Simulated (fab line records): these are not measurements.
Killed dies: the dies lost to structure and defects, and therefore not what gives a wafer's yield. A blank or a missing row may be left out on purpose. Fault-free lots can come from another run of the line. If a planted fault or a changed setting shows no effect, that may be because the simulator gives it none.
Comparing a struck lot with a sound one ; flow nand_harc ; 14 steps out of a route of 1159
Sound: these wafers, L666.2, L666.5, L666.6. Wafers struck: L654.1, L654.3, L654.5. Last of all comes the cause.
Per side, at each step with rows, come the tool, then ch with its chambers, and then its first start. Under that, the readings that differ: sound wafers ; struck wafers ; difference of the means ; sigmas: that difference in standard deviations of wafers without a fault.
alike: words and numbers the same on both sides, and readings whose means are apart by under 2 such deviations; not compared: readings that were withheld, readings missing a value for some wafer, numbers with overlapping values and no deviation given by the record, and bounds like >300 which may hide the same value.
Wherever a step has rows on one side only, a row that says differs or no value, or a row with sigmas, the two part there. Numbers that have no deviation but don't overlap get no sigmas and don't part them. A reading that every wafer of one side lacks parts them only if that side has two wafers or more.

NHARC_A_STAIRCASE_ETCH_253: etches the open film in C4F8/O2, target depth 50 nm, time 20.2 s.
  sound on rie_diel-03 ch 1,2,3, day 14 09:28; struck on rie_diel-13 ch 0,1,2, day 12 01:41
  alike: oes_product_au, rf_vpp_V
  not compared: rf_hours_counter_h
NHARC_A_STAIRCASE_STRIP_254: strips in O2.
  sound on plasma_asher-01 ch 0,1, day 14 09:36; struck on plasma_asher-01 ch 0,1, day 12 01:46
  alike: drypump_motor_current_A, heater_power_w
  not compared: rf_hours_counter_h
then, 3 steps without rows for these wafers: NHARC_A_STAIRCASE_STRIP_255 (strips in SPM, time 900 s); NHARC_A_STAIRCASE_PRECLEAN_256 (cleans in SC1); NHARC_A_STAIRCASE_SRD_257.
NHARC_A_STAIRCASE_HM_DEP_456: deposits aC, target thk 1500 nm.
  sound on acl_dep-01 ch 0, day 14 11:53; struck on acl_dep-03 ch 0, day 12 03:59
  alike: throttle_valve_pct
NHARC_A_STAIRCASE_DEP_259: deposits SiON, target thk 30 nm.
  sound on pecvd-02 ch 0,1,2, day 14 13:39; struck on pecvd-04 ch 1,2, day 12 05:52
  alike: heater_power_w, showerhead_vpp_V
then, 5 steps without rows for these wafers: NHARC_A_STAIRCASE_DEHYDRATE_281 (time 120 s); NHARC_A_STAIRCASE_HMDS_282 (time 30 s); NHARC_A_STAIRCASE_COAT_283; NHARC_A_STAIRCASE_SOFTBAKE_284 (time 170 s); NHARC_A_STAIRCASE_EBR_285.
NHARC_A_STAIRCASE_EXPOSE_286: exposes mask CHOP 100.
  sound on krf_scanner-02 ch 0, day 14 14:15; struck on krf_scanner-02, day 12 06:21
  no value came back on the struck wafers for exposure_dose_mJ_cm2, focus_offset_nm (nm); on the sound wafers exposure_dose_mJ_cm2 reads 24.990 25.023 24.986
  alike: mask
then, 1 step without rows for these wafers: NHARC_A_STAIRCASE_PEB_287 (peb time 130 s).

WHERE THEY PART
Within this record, at NHARC_A_STAIRCASE_EXPOSE_286 only.

WHY: what the simulator had put in
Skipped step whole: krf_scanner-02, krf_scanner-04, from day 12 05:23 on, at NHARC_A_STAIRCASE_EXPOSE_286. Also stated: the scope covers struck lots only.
